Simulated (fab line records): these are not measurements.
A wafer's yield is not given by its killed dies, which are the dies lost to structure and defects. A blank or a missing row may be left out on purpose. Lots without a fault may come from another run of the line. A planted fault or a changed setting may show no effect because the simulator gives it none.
Chamber matching :: flow n5 finfet :: N5_DUMMY_GATE_ETCH_31 on rie diel-03 has 4 sister chambers
The step etches SiO2 in C4F6/O2, target depth 82.5 nm, time 27.5 s. 4 wafers are shown with their chamber, then 9 later ones without.

== WAFERS PAIRED WITH THEIR CHAMBERS ==
wafer: L082.2
chamber: 1
drypump motor current A (A): 5.7

wafer: L087.6
chamber: 0
drypump motor current A (A): 6.1

wafer: L089.5
chamber: 3
drypump motor current A (A): 6.5

wafer: L089.6
chamber: 2
drypump motor current A (A): 6.4

== WAFERS MISSING THEIR CHAMBER ==
wafer: L090.1
drypump motor current A (A): 6.2

wafer: L090.2
drypump motor current A (A): 5.7

wafer: L090.5
drypump motor current A (A): 6.1

wafer: L092.2
drypump motor current A (A): 6.4

wafer: L092.5
drypump motor current A (A): 6.1

wafer: L092.6
drypump motor current A (A): 6.6

wafer: L095.1
drypump motor current A (A): 6.1

wafer: L095.3
drypump motor current A (A): 5.7

wafer: L095.4
drypump motor current A (A): 6.6

== THE CHAMBER EACH PASSED THROUGH ==
wafer: L090.1
from the rows above: can't be placed: 0 or 2
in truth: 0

wafer: L090.2
from the rows above: 1
in truth: 1

wafer: L090.5
from the rows above: 0
in truth: 0

wafer: L092.2
from the rows above: can't be placed: 2 or 3
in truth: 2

wafer: L092.5
from the rows above: 0
in truth: 0

wafer: L092.6
from the rows above: can't be placed: 3 or 2
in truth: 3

wafer: L095.1
from the rows above: 0
in truth: 0

wafer: L095.3
from the rows above: 1
in truth: 1

wafer: L095.4
from the rows above: can't be placed: 3 or 2
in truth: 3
Correctly placed: 5 of 9. Not placeable from these rows: 4 (in 4, the candidates include the true chamber). Wrongly placed: 0.
How it was worked out, from the rows above alone: a wafer's distance from a chamber is the root of the sum, over the readings, of the square of ((its reading less the chamber's mean) divided by the reading's scatter). The wafer belongs to the nearest chamber; if the next one is less than 2 further off, it can't be placed. Each chamber's mean is taken over the wafers shown for it. The scatter: root of mean squared gap, hidden wafer to nearest shown wafer, with one shown wafer a chamber.
